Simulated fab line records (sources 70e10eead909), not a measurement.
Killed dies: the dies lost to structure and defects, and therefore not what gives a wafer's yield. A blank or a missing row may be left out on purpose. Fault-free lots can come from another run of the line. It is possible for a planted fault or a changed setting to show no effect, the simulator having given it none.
Chamber matching :: flow nand-harc :: NHARC_P_BONDPAD_ETCH_37 on rie-diel-11: 4 sister chambers
The step etches the open film in N2/H2, target depth 60 nm, overetch 18 nm, time 65.91 s. 14 wafers are shown with their chamber, then 7 later ones without.

== WAFERS, EACH WITH ITS CHAMBER ==
wafer: L232.1
chamber: 1
showerhead-plenum-p-Torr (Torr): 2.07
rf-vpp-V (V): 431.3
oes-product-au (a.u.): 0.993

wafer: L232.3
chamber: 3
showerhead-plenum-p-Torr (Torr): 1.95
rf-vpp-V (V): 427.0
oes-product-au (a.u.): 1.004

wafer: L232.4
chamber: 2
showerhead-plenum-p-Torr (Torr): 2.14
rf-vpp-V (V): 431.5
oes-product-au (a.u.): 0.994

wafer: L236.3
chamber: 1
showerhead-plenum-p-Torr (Torr): 2.07
rf-vpp-V (V): 432.0
oes-product-au (a.u.): 0.970

wafer: L236.5
chamber: 2
showerhead-plenum-p-Torr (Torr): 2.13
rf-vpp-V (V): 433.0
oes-product-au (a.u.): 0.996

wafer: L236.6
chamber: 3
showerhead-plenum-p-Torr (Torr): 1.95
rf-vpp-V (V): 427.3
oes-product-au (a.u.): 0.990

wafer: L239.1
chamber: 2
showerhead-plenum-p-Torr (Torr): 2.13
rf-vpp-V (V): 435.2
oes-product-au (a.u.): 0.990

wafer: L239.2
chamber: 3
showerhead-plenum-p-Torr (Torr): 1.95
rf-vpp-V (V): 428.8
oes-product-au (a.u.): 1.004

wafer: L239.6
chamber: 1
showerhead-plenum-p-Torr (Torr): 2.06
rf-vpp-V (V): 431.9
oes-product-au (a.u.): 0.976

wafer: L245.3
chamber: 1
showerhead-plenum-p-Torr (Torr): 2.06
rf-vpp-V (V): 431.0
oes-product-au (a.u.): 0.978

wafer: L245.4
chamber: 0
showerhead-plenum-p-Torr (Torr): 1.92
rf-vpp-V (V): 426.6
oes-product-au (a.u.): 0.992

wafer: L245.6
chamber: 0
showerhead-plenum-p-Torr (Torr): 1.92
rf-vpp-V (V): 426.8
oes-product-au (a.u.): 0.993

wafer: L248.2
chamber: 1
showerhead-plenum-p-Torr (Torr): 2.06
rf-vpp-V (V): 430.6
oes-product-au (a.u.): 0.980

wafer: L248.3
chamber: 2
showerhead-plenum-p-Torr (Torr): 2.13
rf-vpp-V (V): 431.0
oes-product-au (a.u.): 0.993

SIGNATURES, as means of the wafers listed above
reading: showerhead-plenum-p-Torr
chamber 0: 1.9200
chamber 1: 2.0640
chamber 2: 2.1325
chamber 3: 1.9500
scatter within a chamber: 0.00442

reading: rf-vpp-V
chamber 0: 426.700
chamber 1: 431.360
chamber 2: 432.675
chamber 3: 427.700
scatter within a chamber: 1.18

reading: oes-product-au
chamber 0: 0.99250
chamber 1: 0.97940
chamber 2: 0.99325
chamber 3: 0.99933
scatter within a chamber: 0.00661
Rule: a wafer lies at a distance from a chamber equal to the root of the sum of squares, over the readings, of (its reading less the chamber's mean, divided by the reading's scatter). If the next closest chamber is less than 2 further off than the closest, the wafer can't be placed; otherwise it belongs to the closest. The scatter: take each reading less its chamber's mean, square it, sum over the shown wafers, divide by the number of wafers less the number of chambers, and take the root.

== WAFERS MISSING THEIR CHAMBER ==
wafer: L248.6
showerhead-plenum-p-Torr (Torr): 1.92
rf-vpp-V (V): 426.9
oes-product-au (a.u.): 0.990

wafer: L250.2
showerhead-plenum-p-Torr (Torr): 1.92
rf-vpp-V (V): 427.3
oes-product-au (a.u.): 0.995

wafer: L250.3
showerhead-plenum-p-Torr (Torr): 1.95
rf-vpp-V (V): 429.2
oes-product-au (a.u.): 0.995

wafer: L250.5
showerhead-plenum-p-Torr (Torr): 2.06
rf-vpp-V (V): 430.8
oes-product-au (a.u.): 0.986

wafer: L252.3
showerhead-plenum-p-Torr (Torr): 1.95
rf-vpp-V (V): 429.2
oes-product-au (a.u.): 1.009

wafer: L252.5
showerhead-plenum-p-Torr (Torr): 1.94
rf-vpp-V (V): 427.0
oes-product-au (a.u.): 1.010

wafer: L252.6
showerhead-plenum-p-Torr (Torr): 2.13
rf-vpp-V (V): 433.1
oes-product-au (a.u.): 0.998

== WHICH CHAMBER EACH ONE RAN IN ==
wafer: L248.6
from the rows above: 0
in truth: 0

wafer: L250.2
from the rows above: 0
in truth: 0

wafer: L250.3
from the rows above: 3
in truth: 3

wafer: L250.5
from the rows above: 1
in truth: 1

wafer: L252.3
from the rows above: 3
in truth: 3

wafer: L252.5
from the rows above: 3
in truth: 3

wafer: L252.6
from the rows above: 2
in truth: 2
Placed correctly: 7 of 7. Left unplaced by these rows: 0. Wrongly placed: 0.
